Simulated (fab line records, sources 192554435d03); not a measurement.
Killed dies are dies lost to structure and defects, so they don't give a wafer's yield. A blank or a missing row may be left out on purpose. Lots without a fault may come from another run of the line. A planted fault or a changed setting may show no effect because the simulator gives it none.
Chamber matching | flow n5_finfet | N5_BEOL_M7_STRIP_36 on rie_diel-06: 4 sister chambers
The step strips in N2/H2. 4 wafers are shown with their chamber, then 12 later ones without.

WAFERS WITH THEIR CHAMBER
wafer  | chamber | showerhead_plenum_p_Torr (Torr)
L086.4 | 1       | 2.57
L091.1 | 2       | 2.56
L091.2 | 3       | 2.66
L091.3 | 0       | 2.49

WAFERS WITHOUT THEIR CHAMBER
wafer  | showerhead_plenum_p_Torr (Torr)
L091.4 | 2.57
L091.5 | 2.49
L091.6 | 2.57
L092.1 | 2.49
L092.2 | 2.56
L092.3 | 2.57
L092.4 | 2.66
L092.5 | 2.66
L092.6 | 2.56
L097.2 | 2.56
L097.3 | 2.48
L097.5 | 2.65

WHICH CHAMBER EACH WENT THROUGH
wafer  | from the rows above | in truth
L091.4 | 1                   | 1
L091.5 | 0                   | 0
L091.6 | 1                   | 1
L092.1 | 0                   | 0
L092.2 | 2                   | 2
L092.3 | 1                   | 1
L092.4 | 3                   | 3
L092.5 | 3                   | 3
L092.6 | 2                   | 2
L097.2 | 2                   | 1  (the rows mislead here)
L097.3 | 0                   | 0
L097.5 | 3                   | 3
Placed correctly: 11 of 12. Can't be placed from these rows: 0. Placed wrongly: 1.
How it was worked out, from the rows above alone: a wafer's distance from a chamber is the root of the sum, over the readings, of the square of ((its reading less the chamber's mean) divided by the reading's scatter). The wafer belongs to the nearest chamber; if the next one is less than 2 further off, it can't be placed. A chamber's mean is the mean of its shown wafers. The scatter: with one shown wafer a chamber, the root of the mean of the squares of how far each hidden wafer lies from its nearest shown one.
